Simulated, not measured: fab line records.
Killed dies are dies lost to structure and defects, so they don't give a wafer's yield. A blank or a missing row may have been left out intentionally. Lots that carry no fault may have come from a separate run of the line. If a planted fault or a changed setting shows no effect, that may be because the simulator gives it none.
fab line records    flow nand-harc
record lots=6  wafers=18  last-day=33
route steps=1302 shown P_M1@315 P_M2@318 END@1302
lots untouched by any fault: they come from a run of this same line in which no faults occurred
start-h: start of the lot's first displayed wafer, in hours after the record's first day    wait-h: hours elapsed since this lot's preceding step    " identical to the entry in the row above    L1.1+2: a row that stands for several wafers    - no value, or no start given    * or withheld: withheld    < > ~ a bound
route shown NAME@n: NAME is a module with steps in the file, n the number in the route of the first one    usual: mean and standard deviation over wafers with no fault    same: alike in all rows    chamber/n: place in a boat    sites: each site's reading    _std_site: how widely they spread, as a standard deviation    _edge_site: outer sites' mean less inner sites'    radius-mm: for every site, how far away it sits from the centre of the wafer    mask NAME#n: copy n    behind: the most recent tool/chamber to have shaped the wafer    hold: reason for holding the lot/hours on hold/outcome of the hold    device: the transistor (n, p or np) that didn't switch    end of line: the route-end tests of the same wafers    step lacking rows: just its recipe    killed: the dies lost at the first sort to structure and to defects; this is not the yield of the wafer    map: per-die view of a wafer (x killed, . not killed, _ where there is no die)
set.NAME: setting as actually run; set.NAME@STEP: the setting as run at that earlier step    model.NAME: the simulator's own value behind a step, which no gauge read
lots at some steps of the route; a table a step, a row a wafer
services: from which hour (start-h, from the record's first day; less than 0 if before it) a tool's chamber was out of use, for how many hours, and why
## steps
# step NHARC_P_M1_INSPECT_27
# usual raw-defect-count=317/130
lot.wafer  tool               chamber  start-h  wait-h  raw-defect-count
L817.2     defect-inspect-02  -        210.57   0.0     398
L817.3     "                  -        "        "       402
L817.5     "                  -        "        "       319
L819.2     defect-inspect-01  -        225.67   0.0     156
L819.3     "                  -        "        "       314
L819.4     "                  -        "        "       239
L820.2     defect-inspect-01  -        237.90   0.0     183
L820.4     "                  -        "        "       246
L820.6     "                  -        "        "       191
L826.1     defect-inspect-02  -        298.94   0.0     220
L826.4     "                  -        "        "       219
L826.6     "                  -        "        "       307
L830.3     defect-inspect-01  -        341.66   0.0     220
L830.4     "                  -        "        "       130
L830.5     "                  -        "        "       310
L832.3     defect-inspect-01  -        356.51   0.0     319
L832.4     "                  -        "        "       410
L832.6     "                  -        "        "       485
# step NHARC_P_M1_PRE_CLEAN_32
# recipe time-s=12  temp-c=370  rf-power-w=300  gas=NH3
# usual heater-power-w=576/51
lot.wafer  tool      chamber  start-h  wait-h  heater-power-w
L817.2     pecvd-01  2        210.64   0.1     600
L817.3     "         1        "        "       515
L817.5     "         0        "        "       534
L819.3     pecvd-03  0        225.74   0.1     664
L819.2     "         1        "        "       568
L819.4     "         1        "        "       567
L820.2     pecvd-01  2        237.98   0.1     634
L820.4     "         2        "        "       626
L820.6     "         0        "        "       516
L826.1     pecvd-03  0        299.00   0.1     620
L826.6     "         0        "        "       637
L826.4     "         2        "        "       558
L830.3     pecvd-01  1        341.74   0.1     585
L830.4     "         1        "        "       571
L830.5     "         2        "        "       532
L832.3     pecvd-01  0        356.61   0.1     533
L832.6     "         1        "        "       593
L832.4     "         0        "        "       531
# step NHARC_P_M1_DEP_33
# recipe target-thk-a=300  temp-c=370  target-thk-nm=30  pressure-torr=3  flow-sccm=200  rf-w=450  material=SiCN
# usual heater-power-w=528/51
lot.wafer  tool      chamber  start-h  wait-h  heater-power-w
L817.2     pecvd-01  2        210.72   0.1     539
L817.3     "         1        "        "       525
L817.5     "         0        "        "       440
L819.3     pecvd-03  0        225.85   0.1     621
L819.2     "         1        "        "       491
L819.4     "         1        "        "       505
L820.2     pecvd-01  2        238.09   0.1     556
L820.4     "         2        "        "       567
L820.6     "         0        "        "       437
L826.1     pecvd-03  0        299.08   0.1     600
L826.6     "         0        "        "       611
L826.4     "         2        "        "       504
L830.3     pecvd-01  1        341.85   0.1     518
L830.4     "         1        "        "       521
L830.5     "         2        "        "       569
L832.3     pecvd-01  0        356.74   0.1     512
L832.6     "         1        "        "       529
L832.4     "         0        "        "       536
# step NHARC_P_M2_DEP_00
# recipe target-thk-a=1825  target-thk-nm=182.5  temp-c=withheld  pressure-torr=5  flow-sccm=200  rf-w=600  material=SiOC
# step NHARC_P_M2_DEHYDRATE_01
# recipe temp-c=150  time-s=120
# step NHARC_P_M2_HMDS_02
# recipe time-s=30
# step NHARC_P_M2_COAT_34
# recipe temp-c=200  time-s=65
# step NHARC_P_M2_COAT_03
# recipe spin-rpm=1500  resist-thk-nm=90
# step NHARC_P_M2_SOFTBAKE_04
# recipe temp-c=105  time-s=55
# step NHARC_P_M2_EBR_05
# step NHARC_P_M2_EXPOSE_06
# recipe na=1.35  target-cd-nm=170  dose-mj=80.78  mask-id=P_M2
# step NHARC_P_M2_PEB_07
# recipe peb-temp-c=100  peb-time-s=65
# usual exhaust-pa=44.9/0.87  heater-power-total-W=156.6/0.42  plate-temp-C=100.01/0.12
lot.wafer  tool            chamber  start-h  wait-h  exhaust-pa  heater-power-total-W  plate-temp-C
L817.2     litho-track-06  0        211.88   0.1     44.3        157.1                 100.13
L817.3     "               0        "        "       44.9        157.1                 99.88
L817.5     "               0        "        "       45.0        156.6                 100.10
L819.2     litho-track-01  0        226.85   0.1     45.3        156.8                 99.91
L819.3     "               0        "        "       44.6        156.8                 99.99
L819.4     "               0        "        "       44.6        156.2                 99.99
L820.2     litho-track-06  0        239.22   0.1     45.3        156.2                 100.07
L820.4     "               0        "        "       46.4        157.0                 100.02
L820.6     "               0        "        "       46.4        157.1                 99.99
L826.1     litho-track-01  0        300.22   0.1     43.4        172.3                 106.78
L826.4     "               0        "        "       43.5        171.7                 106.91
L826.6     "               0        "        "       45.0        171.6                 106.95
L830.3     litho-track-01  0        342.96   0.0     43.7        172.2                 106.99
L830.4     "               0        "        "       44.0        172.2                 106.93
L830.5     "               0        "        "       43.6        171.6                 107.06
L832.3     litho-track-04  0        357.82   0.0     44.7        156.1                 99.88
L832.4     "               0        "        "       44.0        157.0                 99.89
L832.6     "               0        "        "       45.2        157.0                 99.90
# step NHARC_P_M2_DEVELOP_08
# recipe develop-time-s=35  dev-temp-c=23
# step NHARC_P_M2_CD_MEAS_09
# recipe target-cd-nm=170  landing-energy-ev=500
# usual cd-nm=170.1/0.58
lot.wafer  tool       chamber  start-h  wait-h  cd-nm
L817.2     cd-sem-03  0        211.96   -       170.1
L817.3     "          0        "        "       170.5
L817.5     "          0        "        "       170.4
L819.2     cd-sem-03  0        226.93   -       170.7
L819.3     "          0        "        "       170.9
L819.4     "          0        "        "       171.4
L820.2     cd-sem-01  0        239.30   -       169.5
L820.4     "          0        "        "       170.1
L820.6     "          0        "        "       169.9
L826.1     cd-sem-02  0        300.30   -       190.8
L826.4     "          0        "        "       190.5
L826.6     "          0        "        "       190.6
L830.3     cd-sem-02  0        343.04   -       191.9
L830.4     "          0        "        "       190.4
L830.5     "          0        "        "       191.2
L832.3     cd-sem-03  0        357.91   -       170.3
L832.4     "          0        "        "       170.0
L832.6     "          0        "        "       170.7
# step NHARC_P_M2_OVL_MEAS_10
# recipe pitch-nm=340
# usual overlay-x-nm=0.2/0.65  overlay-y-nm=0.3/0.88
lot.wafer  tool        chamber  start-h  wait-h  overlay-x-nm  overlay-y-nm
L817.2     overlay-02  -        212.04   -       -0.5          -0.2
L817.3     "           -        "        "       0.2           -0.3
L817.5     "           -        "        "       -0.3          0.1
L819.2     overlay-01  -        227.02   -       -0.8          0.7
L819.3     "           -        "        "       -0.4          0.5
L819.4     "           -        "        "       -0.3          0.4
L820.2     overlay-02  -        239.38   -       0.4           1.1
L820.4     "           -        "        "       0.3           0.0
L820.6     "           -        "        "       1.0           0.4
L826.1     overlay-01  -        300.39   -       -1.2          0.3
L826.4     "           -        "        "       -1.0          0.4
L826.6     "           -        "        "       -1.5          0.2
L830.3     overlay-01  -        343.13   -       -0.5          0.9
L830.4     "           -        "        "       -0.4          1.3
L830.5     "           -        "        "       -0.4          1.0
L832.3     overlay-02  -        357.99   -       1.0           0.5
L832.4     "           -        "        "       0.8           0.4
L832.6     "           -        "        "       1.1           0.7
# step NHARC_P_M2_INSPECT_11
# usual raw-defect-count=5.1/2.8
lot.wafer  tool               chamber  start-h  wait-h  raw-defect-count
L817.2     defect-inspect-02  -        212.08   0.0     2
L817.3     "                  -        "        "       2
L817.5     "                  -        "        "       2
L819.2     defect-inspect-01  -        227.05   0.0     3
L819.3     "                  -        "        "       0
L819.4     "                  -        "        "       2
L820.2     defect-inspect-01  -        239.42   0.0     5
L820.4     "                  -        "        "       4
L820.6     "                  -        "        "       11
L826.1     defect-inspect-01  -        300.43   0.0     5
L826.4     "                  -        "        "       6
L826.6     "                  -        "        "       4
L830.3     defect-inspect-01  -        343.16   0.0     8
L830.4     "                  -        "        "       12
L830.5     "                  -        "        "       10
L832.3     defect-inspect-01  -        358.03   0.0     3
L832.4     "                  -        "        "       4
L832.6     "                  -        "        "       3
# step NHARC_P_M2_DESCUM_14
# recipe time-s=3  o2-flow-sccm=200  ar-flow-sccm=0  bias-power-w=0  chemistry=O2
# usual drypump-motor-current-A=5.95/0.28  oes-product-au=0.998/0.008  rf-vpp-V=58.1/0.87  showerhead-plenum-p-Torr=1.99/0.063  throttle-valve-pct=11.310/0.0092
lot.wafer  tool         chamber  start-h  wait-h  drypump-motor-current-A  oes-product-au  rf-hours-counter-h  rf-vpp-V  showerhead-plenum-p-Torr  throttle-valve-pct  model.P_M2.cd-nm
L817.2     rie-diel-11  0        212.16   0.1     5.94                     0.997           5.7                 57.2      1.99                      11.315              169.8
L817.3     "            1        "        "       6.15                     0.997           6.9                 57.7      2.00                      11.317              170.7
L817.5     "            3        "        "       5.87                     1.012           -                   58.9      1.89                      11.320              170.2
L819.4     rie-diel-11  1        227.12   0.1     6.19                     0.991           7.7                 59.0      2.00                      11.314              171.2
L819.3     "            2        "        "       5.74                     1.003           7.9                 59.7      2.04                      11.316              170.9
L819.2     "            3        "        "       5.89                     1.010           7.1                 57.1      1.89                      11.304              170.7
L820.4     rie-diel-11  3        239.49   0.1     5.87                     1.007           7.4                 57.6      1.89                      11.321              170.1
L820.2     "            1        "        "       6.17                     0.997           8.0                 58.2      2.00                      11.303              169.4
L820.6     "            2        "        "       5.72                     1.000           -                   58.6      2.04                      11.325              169.6
L826.1     rie-diel-02  1        300.50   0.1     6.37                     0.999           5.4                 57.3      2.03                      11.312              190.6
L826.4     "            2        "        "       6.00                     0.996           5.3                 58.8      2.01                      11.324              190.9
L826.6     "            0        "        "       5.81                     0.987           -                   57.5      1.94                      11.321              190.2
L830.3     rie-diel-03  1        343.22   0.1     5.77                     1.020           3.5                 57.9      1.81                      11.296              191.2
L830.4     "            2        "        "       6.07                     1.017           3.5                 59.1      2.02                      11.297              190.3
L830.5     "            2        "        "       6.09                     1.013           -                   58.2      2.02                      11.322              190.7
L832.3     rie-diel-11  3        358.09   0.1     5.90                     1.002           6.0                 57.2      1.89                      11.296              170.4
L832.4     "            1        "        "       6.15                     0.991           4.8                 57.0      2.00                      11.313              169.7
L832.6     "            3        "        "       5.87                     1.006           -                   57.9      1.89                      11.310              170.2
# step NHARC_P_M2_ETCH_35
# recipe target-depth-a=400  overetch-a=120  time-s=43.94  ion-energy-ev=200  n2-flow-sccm=150  h2-flow-sccm=150  ar-flow-sccm=0  rf-w=400  bias-w=150  chemistry=N2/H2
# usual drypump-motor-current-A=5.96/0.28  oes-product-au=0.999/0.0073  rf-vpp-V=432.9/2  showerhead-plenum-p-Torr=2.12/0.068  throttle-valve-pct=14.172/0.0091
lot.wafer  tool         chamber  start-h  wait-h  drypump-motor-current-A  oes-product-au  rf-hours-counter-h  rf-vpp-V  showerhead-plenum-p-Torr  throttle-valve-pct
L817.2     rie-diel-11  0        212.24   0.1     5.90                     0.991           5.7                 433.4     2.13                      14.174
L817.3     "            1        "        "       6.20                     0.986           6.9                 432.7     2.13                      14.176
L817.5     "            3        "        "       5.85                     0.994           -                   430.0     2.01                      14.170
L819.3     rie-diel-11  2        227.21   0.1     5.71                     0.996           7.9                 433.3     2.17                      14.175
L819.4     "            3        "        "       5.87                     0.982           7.1                 429.9     2.01                      14.183
L819.2     "            0        "        "       5.92                     0.997           6.9                 433.6     2.13                      14.181
L820.2     rie-diel-11  1        239.57   0.1     6.17                     0.998           8.0                 433.0     2.13                      14.180
L820.4     "            2        "        "       5.74                     1.006           8.2                 434.7     2.17                      14.169
L820.6     "            1        "        "       6.17                     0.997           -                   433.8     2.13                      14.155
L826.4     rie-diel-02  3        300.59   0.1     6.10                     0.999           4.8                 434.7     2.20                      14.182
L826.1     "            0        "        "       5.80                     0.992           4.8                 430.2     2.06                      14.175
L826.6     "            1        "        "       6.37                     0.997           -                   434.2     2.17                      14.181
L830.3     rie-diel-03  1        343.31   0.1     5.77                     0.997           3.5                 427.1     1.93                      14.183
L830.4     "            3        "        "       4.81                     1.006           3.7                 433.4     2.17                      14.179
L830.5     "            2        "        "       6.06                     1.003           -                   432.4     2.15                      14.153
L832.3     rie-diel-11  0        358.17   0.1     5.97                     0.997           5.0                 434.3     2.12                      14.169
L832.4     "            2        "        "       5.73                     1.007           5.8                 434.4     2.17                      14.180
L832.6     "            0        "        "       5.90                     1.011           -                   433.9     2.12                      14.189
# step NHARC_P_M2_ETCH_15
# recipe target-depth-a=1825  time-s=91.2  c4f8-flow-sccm=withheld  ar-flow-sccm=400  rf-w=600  bias-w=300  chemistry=C4F8/Ar
# usual oes-product-au=0.936/0.018  rf-vpp-V=443.2/2.1
lot.wafer  tool         chamber  start-h  wait-h  oes-product-au  rf-hours-counter-h  rf-vpp-V
L817.3     rie-diel-11  0        -        -       0.915           5.7                 443.3
L817.2     "            1        "        "       0.916           6.9                 443.0
L817.5     "            3        "        "       0.926           -                   439.6
L819.3     rie-diel-11  3        -        -       0.929           7.2                 439.5
L819.4     "            0        "        "       0.925           6.9                 444.6
L819.2     "            1        "        "       0.926           7.7                 445.0
L820.4     rie-diel-11  3        -        -       0.935           7.4                 440.2
L820.2     "            1        "        "       0.924           8.0                 442.8
L820.6     "            0        "        "       0.928           -                   442.6
L826.1     rie-diel-02  3        -        -       0.924           4.8                 447.2
L826.4     "            0        "        "       0.916           4.9                 442.3
L826.6     "            1        "        "       0.910           -                   445.4
L830.4     rie-diel-03  3        -        -       0.933           3.7                 443.5
L830.3     "            1        "        "       0.925           3.5                 438.8
L830.5     "            2        "        "       0.926           -                   443.0
L832.3     rie-diel-11  0        -        -       0.929           5.0                 443.8
L832.4     "            2        "        "       0.931           5.8                 444.3
L832.6     "            0        "        "       0.932           -                   443.0
# step NHARC_P_M2_CD_MEAS_16
# usual cd-nm=169.9/0.68
lot.wafer  tool       chamber  start-h  wait-h  cd-nm
L817.2     cd-sem-01  -        212.45   -       169.9
L817.3     "          -        "        "       170.6
L817.5     "          -        "        "       170.6
L819.2     cd-sem-02  -        227.42   -       170.9
L819.3     "          -        "        "       170.9
L819.4     "          -        "        "       171.0
L820.2     cd-sem-03  -        239.79   -       168.6
L820.4     "          -        "        "       169.8
L820.6     "          -        "        "       169.0
L826.1     cd-sem-02  -        300.79   -       190.6
L826.4     "          -        "        "       190.3
L826.6     "          -        "        "       189.4
L830.3     cd-sem-01  -        343.53   -       191.0
L830.4     "          -        "        "       189.9
L830.5     "          -        "        "       190.8
L832.3     cd-sem-02  -        358.39   -       170.6
L832.4     "          -        "        "       169.4
L832.6     "          -        "        "       170.6
# step NHARC_P_M2_STRIP_18
# recipe power-w=1000  n2-flow-sccm=150  h2-flow-sccm=150  ar-flow-sccm=0  bias-w=0  chemistry=N2/H2
# usual drypump-motor-current-A=5.8/0.4  oes-product-au=0.998/0.0079  rf-vpp-V=91.0/1  showerhead-plenum-p-Torr=2.12/0.077  throttle-valve-pct=14.171/0.0093
lot.wafer  tool         chamber  start-h  wait-h  drypump-motor-current-A  oes-product-au  rf-hours-counter-h  rf-vpp-V  showerhead-plenum-p-Torr  throttle-valve-pct
L817.2     rie-diel-03  1        212.56   0.1     5.7                      1.006           7.2                 91.0      1.93                      14.181
L817.3     "            2        "        "       6.1                      0.992           6.4                 91.2      2.16                      14.173
L817.5     "            1        "        "       5.8                      1.005           -                   89.6      1.93                      14.181
L819.4     rie-diel-03  3        227.50   0.1     4.8                      1.006           6.8                 92.4      2.17                      14.179
L819.3     "            0        "        "       5.5                      0.995           7.2                 90.4      2.11                      14.180
L819.2     "            1        "        "       5.7                      0.997           8.1                 89.4      1.93                      14.176
L820.2     rie-diel-02  2        239.86   0.1     6.0                      0.980           1.0                 92.3      2.15                      14.177
L820.4     "            3        "        "       6.1                      0.998           0.9                 90.4      2.20                      14.178
L820.6     "            2        "        "       6.0                      0.987           -                   91.8      2.15                      14.166
L826.1     rie-diel-11  1        300.89   0.1     6.2                      0.996           1.6                 92.5      2.13                      14.191
L826.4     "            2        "        "       5.7                      1.001           1.7                 90.5      2.17                      14.167
L826.6     "            1        "        "       6.2                      0.995           -                   91.5      2.13                      14.180
L830.3     rie-diel-02  2        343.67   0.1     6.0                      0.993           6.6                 91.1      2.15                      14.185
L830.5     "            3        "        "       6.1                      0.993           -                   91.0      2.19                      14.167
L830.4     "            2        "        "       6.0                      0.993           -                   91.9      2.15                      14.161
L832.3     rie-diel-02  3        358.50   0.1     6.1                      1.000           7.7                 91.0      2.19                      14.157
L832.4     "            3        "        "       6.1                      1.003           -                   93.7      2.19                      14.161
L832.6     "            0        "        "       5.8                      0.994           -                   90.7      2.06                      14.170
# step NHARC_P_M2_ETCH_28
# recipe target-depth-a=300  over-etch-frac=0.3  time-s=72.99  ion-energy-ev=150  cf4-flow-sccm=50  n2-flow-sccm=100  ar-flow-sccm=150  rf-w=300  bias-w=100  chemistry=CF4/N2
# usual drypump-motor-current-A=5.8/0.39  oes-product-au=1.000/0.0083  rf-vpp-V=315.7/1.7  showerhead-plenum-p-Torr=2.71/0.093  throttle-valve-pct=19.793/0.0092
lot.wafer  tool         chamber  start-h  wait-h  drypump-motor-current-A  oes-product-au  rf-hours-counter-h  rf-vpp-V  showerhead-plenum-p-Torr  throttle-valve-pct  model.P_M2.cd-nm
L817.2     rie-diel-03  1        -        -       5.8                      1.022           7.3                 311.7     2.49                      19.790              169.7
L817.3     "            2        "        "       6.1                      0.995           6.4                 316.3     2.77                      19.802              170.9
L817.5     "            3        "        "       4.8                      1.001           -                   316.0     2.78                      19.791              170.7
L819.2     rie-diel-03  2        -        -       6.1                      0.994           7.7                 318.3     2.77                      19.802              170.7
L819.4     "            3        "        "       4.8                      0.994           6.8                 314.6     2.78                      19.802              172.3
L819.3     "            0        "        "       5.5                      0.991           7.3                 316.3     2.71                      19.799              170.6
L820.2     rie-diel-02  3        -        -       6.1                      1.000           0.9                 317.7     2.81                      19.790              169
L820.4     "            2        "        "       6.0                      1.009           1.1                 315.6     2.76                      19.800              169.8
L820.6     "            3        "        "       6.1                      1.007           -                   318.4     2.81                      19.793              169.4
L826.4     rie-diel-11  0        -        -       5.9                      0.990           2.4                 316.3     2.73                      19.803              190.5
L826.1     "            1        "        "       6.2                      1.007           1.7                 314.9     2.74                      19.791              191.1
L826.6     "            1        "        "       6.2                      0.999           -                   317.3     2.74                      19.780              189.8
L830.3     rie-diel-02  3        -        -       6.1                      1.010           6.0                 317.1     2.81                      19.793              191.4
L830.4     "            2        "        "       6.0                      1.003           -                   316.0     2.76                      19.802              190.4
L830.5     "            1        "        "       6.3                      1.003           -                   317.1     2.78                      19.781              190.8
L832.3     rie-diel-02  0        -        -       5.8                      0.990           7.0                 316.4     2.65                      19.807              170.5
L832.4     "            2        "        "       6.0                      0.978           -                   316.8     2.76                      19.783              169.3
L832.6     "            0        "        "       5.8                      0.998           -                   314.2     2.65                      19.802              170.7
# step NHARC_P_M2_STRIP_19
# recipe time-s=600  temp-c=30  chemistry=post-etch-residue-remover
# step NHARC_END_SORT_01
# recipe temp-c=25
# usual killed-at-array=60/21  killed-at-other=1.0/1.2  killed-at-periphery=4.2/2.8  killed-dies=65/20  killed-open=3.1/1.8  killed-short=2.6/1.6
# same gross-dies=677
lot.wafer  tool       chamber  start-h  wait-h  killed-at-array  killed-at-other  killed-at-periphery  killed-dies  killed-open  killed-short
L817.2     prober-01  0        657.21   2.8     77               2                2                    81           5            3
L817.3     prober-01  0        657.99   3.1     76               4                3                    83           3            1
L817.5     prober-01  0        659.57   3.6     83               2                1                    86           4            2
L820.2     prober-02  0        663.50   2.8     51               1                7                    59           3            0
L820.4     prober-02  0        665.08   3.4     46               0                4                    50           1            2
L820.6     prober-02  0        666.65   3.9     51               2                10                   63           7            1
L826.1     prober-01  0        722.50   2.5     77               2                1                    80           1            3
L826.4     prober-01  0        724.89   3.4     68               1                3                    72           3            0
L826.6     prober-01  0        726.49   4.0     74               0                4                    78           2            2
# killed by level:class
L817.2 A_SLIT:chamber-film-flake=26 A_CHANNEL_HOLE_D1:chamber-film-flake=21 A_CHANNEL_HOLE_D2:chamber-film-flake=13 A_CONTACT:chamber-film-flake=4 A_BONDPAD:chamber-film-flake=3 A_CHANNEL_FILL_D1:geometric-particle:open=2 A_CHANNEL_FILL_D2:chamber-film-flake=2 THIN_TSV:chamber-film-flake=2
L817.3 A_CHANNEL_HOLE_D1:chamber-film-flake=39 A_SLIT:chamber-film-flake=15 A_CHANNEL_HOLE_D2:chamber-film-flake=11 THIN_TSV:chamber-film-flake=4 A_STAIRCASE:chamber-film-flake=3 A_DECK1_JOINT:chamber-film-flake=2 A_CHANNEL_FILL_D2:chamber-film-flake=2 P_GATE:geometric-particle:open=1
L817.5 A_CHANNEL_HOLE_D1:chamber-film-flake=36 A_SLIT:chamber-film-flake=18 A_CHANNEL_HOLE_D2:chamber-film-flake=14 A_CONTACT:chamber-film-flake=6 A_STAIRCASE:chamber-film-flake=2 THIN_TSV:chamber-film-flake=2 A_CHANNEL_HOLE_D1:geometric-particle:short=1 A_ONON_D2:geometric-particle:open=1
L820.2 A_SLIT:chamber-film-flake=37 A_CHANNEL_HOLE_D1:chamber-film-flake=4 A_STAIRCASE:chamber-film-flake=4 P_CONTACT:geometric-particle:open=2 P_GATE:chamber-film-flake=2 A_CHANNEL_FILL_D2:chamber-film-flake=2 A_CONTACT:chamber-film-flake=2 P_M1:geometric-particle:open=1
L820.4 A_SLIT:chamber-film-flake=33 A_CHANNEL_HOLE_D1:chamber-film-flake=5 P_ZERO_WELL:chamber-film-flake=2 A_CHANNEL_HOLE_D2:chamber-film-flake=2 A_STAIRCASE:chamber-film-flake=2 P_GATE:geometric-particle:short=1 A_CHANNEL_HOLE_D1:geometric-particle:open=1 A_WL_FILL:geometric-particle:short=1
L820.6 A_SLIT:chamber-film-flake=31 A_CHANNEL_HOLE_D1:chamber-film-flake=5 P_CONTACT:chamber-film-flake=4 A_CONTACT:chamber-film-flake=4 A_CHANNEL_FILL_D1:geometric-particle:open=3 P_GATE:chamber-film-flake=3 P_ZERO_WELL:chamber-film-flake=2 A_WL_FILL:chamber-film-flake=2
L826.1 A_SLIT:chamber-film-flake=31 A_CHANNEL_HOLE_D1:chamber-film-flake=30 A_STAIRCASE:chamber-film-flake=5 A_CHANNEL_FILL_D1:chamber-film-flake=3 A_ZERO_WELL:chamber-film-flake=2 A_SOURCE_PLATE:geometric-particle:short=1 A_ONON_D2:geometric-particle:short=1 A_M0:geometric-particle:short=1
L826.4 A_CHANNEL_HOLE_D1:chamber-film-flake=36 A_SLIT:chamber-film-flake=17 A_STAIRCASE:chamber-film-flake=6 P_GATE:chamber-film-flake=2 A_CHANNEL_FILL_D1:chamber-film-flake=2 P_GATE:geometric-particle:open=1 A_BLC:geometric-particle:open=1 A_M0:geometric-particle:open=1
L826.6 A_SLIT:chamber-film-flake=32 A_CHANNEL_HOLE_D1:chamber-film-flake=27 A_STAIRCASE:chamber-film-flake=7 P_GATE:chamber-film-flake=2 P_M1:geometric-particle:short=1 A_ONON_D1:geometric-particle:open=1 A_SGD_CUT:geometric-particle:short=1 A_M0:geometric-particle:open=1
## services
tool            chamber  start-h  hours  kind
litho-track-04  -        203.01   7.0    pm
rie-diel-11     0        210.03   -      clean
rie-diel-11     1        210.03   -      clean
rie-diel-11     2        210.03   -      clean
rie-diel-11     3        210.03   -      clean
rie-diel-02     -        216.70   9.0    pm
rie-diel-11     0        234.53   -      clean
rie-diel-11     1        234.53   -      clean
rie-diel-11     2        234.53   -      clean
rie-diel-11     3        234.53   -      clean
rie-diel-03     0        240.65   3.4    repair
rie-diel-03     3        243.90   21.7   repair
rie-diel-11     -        255.50   9.0    pm
rie-diel-11     0        255.50   9.0    vent-cycle
rie-diel-11     1        255.50   9.0    vent-cycle
rie-diel-03     -        281.30   9.0    pm
rie-diel-11     -        292.48   0.6    repair
pecvd-01        -        311.07   13.0   pm
rie-diel-03     3        317.44   2.6    repair
rie-diel-02     3        320.43   2.8    repair
litho-track-01  -        330.00   7.0    pm
rie-diel-02     0        342.73   3.9    repair
litho-track-06  -        354.00   7.0    pm
rie-diel-02     1        355.46   5.3    repair
## key
first-sign step=NHARC_P_M2_PEB_07  reading=plate-temp-C  direction=up  sigmas=56  usual=*  struck=*
effect step=NHARC_P_M2_PEB_07  reading=heater-power-total-W  direction=up  sigmas=36  usual=*  struck=*
effect step=NHARC_P_M2_CD_MEAS_09  reading=cd-nm  direction=up  sigmas=36  usual=170.1  struck=190.9
effect step=NHARC_P_M2_CD_MEAS_16  reading=cd-nm  direction=up  sigmas=30  usual=169.9  struck=190.3
model-effect step=NHARC_P_M2_DESCUM_14  value=P_M2.cd-nm  without=170  struck=190.6
model-effect step=NHARC_P_M2_ETCH_28  value=P_M2.cd-nm  without=170  struck=190.7
met-at NHARC_P_M2_PEB_07
struck-wafers L826.1,L826.4,L826.6,L830.3,L830.4,L830.5
rows-end L830.4,L830.5
tester-left-out L830
loop-trim step=NHARC_P_M1_EXPOSE_06  setting=dose  lots=L830
onset-between 226.85 300.22
earlier-fault kind=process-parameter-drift  tool=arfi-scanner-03  chamber=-  onset-h=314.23  steps=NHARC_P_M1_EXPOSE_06  channel=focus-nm  offset=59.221  spread-by-wafer=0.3  shape=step
fault kind=process-parameter-drift  tool=litho-track-01  chamber=-  onset-h=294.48  steps=NHARC_P_M2_PEB_07  channel=peb-temp-c  offset=*  shape=step  acts-in=*  stated=*
# tester-left-out: of these lots the tester's yield and bins aren't shown, on N5 and GAA mostly nor the transistor test; their killed dies are dies lost to structure and defects alone, not to doping, threshold or leakage, so they don't give the yield
# rows-end: these wafers met a further fault down the route, and their rows from its step on are left out
# loop-trim: a control loop set the setting to another value than it would have without faults
